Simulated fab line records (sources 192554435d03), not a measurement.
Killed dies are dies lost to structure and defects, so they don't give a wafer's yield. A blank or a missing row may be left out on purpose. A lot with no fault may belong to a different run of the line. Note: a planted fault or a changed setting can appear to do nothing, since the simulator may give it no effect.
8D (eight disciplines) problem report, filled in by code	flow n5_finfet	the parts of the form that need people (team, actions taken, sign-off) are left out

## 1. WHAT WENT WRONG
Mean of susceptor_temp_C at N5_BEOL_M4_PECVD_72: 366.24 C across 6 wafers in 2 lots; on wafers with no fault it is 400.01 C (standard deviation 0.21). That is -99 or more standard deviations from the usual mean.
The step: deposits SiO2 from TEOS/O2, target thk 16 nm, time 18 s.
The first sign was on wafer L661.2 at day 9 13:57, on pecvd-04. At this step, 27 wafers from 9 lots have a number in the record. The rule behind "out" and "out of limits": a value lying over 4 standard deviations away from the usual mean. Any other wafer with a number is counted as sound.

## 2. WHAT THIS IS AND IS NOT
question	is	is not
which readings at this step	susceptor_temp_C	heater_power_outer_w, showerhead_plenum_p_Torr, throttle_valve_pct
which lots	L661, L668	L663, L672, L674, L675, L679, L681, L683
which wafers of those lots	all that have a number	-
read on which tools	pecvd-04	pecvd-01, pecvd-03
when	from day 9 13:57	up to then (3 sound wafers); but 18 sound wafers of L672, L674, L675, L679, L681, L683 came after

## 3. SUSPECTS, AND WHAT RULES EACH OUT
Counting: a tool at any process step up to the reading remains a suspect when it ran all the lots that are out and ran no sound lot after the first of those.
- pvd_sputter-03 at N5_BEOL_M3_ANNEAL_89 (time 240 s): ruled out as a lasting fault. The sound lots L672, L675 went through it after L661, its earliest lot that is out (day 9 10:55).
- cvd_co-02 at N5_BEOL_M3_CO_CAP_55 (material Co, precursor CCTBA/H2, target thk 2 nm, time 102.1 s): ruled out as a lasting fault. The sound lots L672 went through it after L661, its earliest lot that is out (day 9 13:36).
- pecvd-04 at N5_BEOL_M4_PECVD_72 (deposits SiO2 from TEOS/O2, target thk 16 nm, time 18 s): ruled out as a lasting fault. The sound lots L681, L683 went through it after L661, its earliest lot that is out (day 9 13:57).
Left after counting: nothing in the record.

## 4. THE CAUSE (what the simulator had put in)
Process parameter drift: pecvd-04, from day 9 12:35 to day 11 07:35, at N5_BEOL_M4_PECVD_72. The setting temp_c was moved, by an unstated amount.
Counting ruled it out, wrongly.

## 5. SEQUENCE OF EFFECTS, ordered by route
Rows list readings where the struck wafers' mean (over those with a number) sits beyond 3 standard deviations from the usual. Scope: only readings with a usual standard deviation given in the record; hours: median across lots of the time from each lot's start at the first step in this table that gives one to its start at this step; sigmas: change in usual standard deviations.
hours	step	reading	usual	on struck wafers	change	sigmas
0	N5_BEOL_M4_PECVD_72	susceptor_temp_C	400.01 C	366.24	-33.77	-99 or more
34	N5_BEOL_M4_CMP_52	barrier_field_endpoint_s	24.5 s	28.5	+4.0	+6.9
Here are the process steps it includes:
- N5_BEOL_M4_PECVD_72: deposits SiO2 from TEOS/O2, target thk 16 nm, time 18 s.
- N5_BEOL_M4_CMP_52: polishes, stops on SiOC, t overpolish 6.8 s, target thk 40 nm.
Later steps that measure or inspect, where all struck wafers having a row at the step show a number for every such reading and not one has moved that far: N5_BEOL_M4_RC_MEAS_101.

## 6. WHAT WOULD HAVE CAUGHT IT SOONER
In this record the first reading out of limits was taken at day 9 13:57, 1 hour after the fault began at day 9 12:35.
